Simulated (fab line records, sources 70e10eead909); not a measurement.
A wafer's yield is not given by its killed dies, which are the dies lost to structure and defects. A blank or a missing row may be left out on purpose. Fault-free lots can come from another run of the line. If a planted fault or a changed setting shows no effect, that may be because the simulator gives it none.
Chamber matching	flow nandHarc	NHARC_THIN_TSV_DEP_47 on pecvd-02 has 3 sister chambers
The step deposits SiO2, target thk 200 nm. 14 wafers are shown with their chamber, then 7 later ones without.

EACH WAFER AND ITS CHAMBER
wafer	chamber	flowSccm (sccm)	throttleValvePct (%)
L368.2	1	2657	15.5
L368.3	2	2648	16.2
L368.6	1	2649	15.6
L370.2	0	2654	15.9
L370.4	0	2656	16.4
L370.6	1	2652	15.4
L371.1	0	2654	15.7
L371.4	1	2650	15.6
L371.6	0	2650	15.7
L373.2	1	2659	15.8
L373.3	2	2655	15.6
L373.5	1	2659	15.7
L372.1	2	2644	15.7
L372.4	1	2655	15.7

SIGNATURES (means of the wafers above)
reading	chamber 0	chamber 1	chamber 2	scatter within a chamber
flowSccm	2653.50	2654.43	2649.00	4.1
throttleValvePct	15.925	15.614	15.833	0.242
Rule: a wafer lies at a distance from a chamber equal to the root of the sum of squares, over the readings, of (its reading less the chamber's mean, divided by the reading's scatter). The wafer belongs to the nearest chamber; if the next one is less than 2 further off, it can't be placed. The scatter: take each reading less its chamber's mean, square it, sum over the shown wafers, divide by the number of wafers less the number of chambers, and take the root.

WAFERS WITHOUT THEIR CHAMBER
wafer	flowSccm (sccm)	throttleValvePct (%)
L372.6	2653	15.7
L374.1	2654	16.4
L374.2	2660	15.4
L374.3	2633	15.7
L379.1	2651	16.0
L379.4	2651	15.9
L379.5	2656	16.0

THE CHAMBER EACH PASSED THROUGH
wafer	from the rows above	in truth
L372.6	can't be placed: 1 or 0 or 2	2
L374.1	can't be placed: 0 or 2 or 1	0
L374.2	can't be placed: 1 or 0 or 2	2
L374.3	can't be placed: 2 or 0 or 1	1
L379.1	can't be placed: 0 or 2 or 1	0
L379.4	can't be placed: 2 or 0 or 1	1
L379.5	can't be placed: 0 or 1 or 2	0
Correct placement for 0 of the 7. From these rows, 7 cannot be placed; in 7 the true chamber is one of the candidates. Wrongly placed: 0.
